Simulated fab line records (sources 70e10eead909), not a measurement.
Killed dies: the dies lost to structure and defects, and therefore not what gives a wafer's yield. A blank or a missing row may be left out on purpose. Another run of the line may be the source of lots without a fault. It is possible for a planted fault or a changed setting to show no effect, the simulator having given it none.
Problem report, 8D (eight disciplines) form, completed by code ; flow nand harc ; the parts of the form that need people (team, actions taken, sign-off) are left out

1. WHAT WENT WRONG
Mean of thk nm at NHARC_A_ONON_D1_THK_MEAS_05: 1517 nm across 4 wafers in 3 lots; on wafers with no fault it is 1002 nm (standard deviation 11). Relative to the usual mean, that is a shift of +47 standard deviations.
The step: measures by ellipsometry.
Seen first at day 10 00:26 on film metro-01, wafer L927.6. The record holds 42 wafers of 15 lots with a number at this step. The rule behind "out" and "out of limits": a value lying over 4 standard deviations away from the usual mean. Any other wafer with a number is counted as sound.

2. WHAT IT IS, AND WHAT IT ISN'T
question;is;is not
which readings at this step;thk nm;-
which lots;L927, L929, L930;L918, L919, L920, L921, L923, L926, L933, L934, L937, L938, L940, L941
which wafers of those lots;L927.6, L929.6, L930.2, L930.6;L927.1, L929.1
read on which gauges;film metro-01, film metro-02;-
when;from day 10 00:26;"up to then (19 sound wafers); but 19 sound wafers of L929, L933, L934, L937, L938, L940, L941 came after"

3. SUSPECTS, AND WHAT RULES EACH OUT
Counting: a tool at a process step up to the reading stays a suspect if it ran every lot that is out. Sound lots after the first of them don't rule it out here, since some wafers of a struck lot are sound.
- the gauge at NHARC_A_ONON_D1_THK_MEAS_05 has been ruled out. 2 gauges (film metro-01, film metro-02) read the wafers that are out.
- pecvd onon-03 at NHARC_A_ONON_D1_DEP_03 (target thk 1000 nm): kept. It processed each lot that is out (first: L927, day 9 23:56); up to then, its last sound lot is L921 (day 8 07:47).
After counting, what remains is pecvd onon-03 at NHARC_A_ONON_D1_DEP_03.

4. THE CAUSE (what the simulator had put in)
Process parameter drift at NHARC_A_ONON_D1_DEP_03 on pecvd onon-03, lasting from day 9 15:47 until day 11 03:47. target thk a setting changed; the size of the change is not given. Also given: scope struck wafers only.
Counting left only this tool.

5. THE EFFECT CHAIN, in route order
Each row: a reading whose mean over the struck wafers that have a number lies more than 3 standard deviations from the usual. Only readings whose record carries a usual standard deviation are examined. hours: median over the lots of the time between each lot's start at the first step of this table that gives one and its start at this step. sigmas: the change, counted in usual standard deviations.
hours;step;reading;usual;on struck wafers;change;sigmas
0;NHARC_A_ONON_D1_THK_MEAS_05;thk nm;1002 nm;1517;+515;+47

6. WHAT WOULD HAVE CAUGHT IT SOONER
Counted from the fault's start at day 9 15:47, it took 9 hours until the first out-of-limits reading at a measuring or inspecting step in this record, taken at day 10 00:26.
Among the 3 lots that are out, L930, L929 began NHARC_A_ONON_D1_DEP_03 on pecvd onon-03 after day 10 00:26. A hold on the tool at that time would have spared those 2.
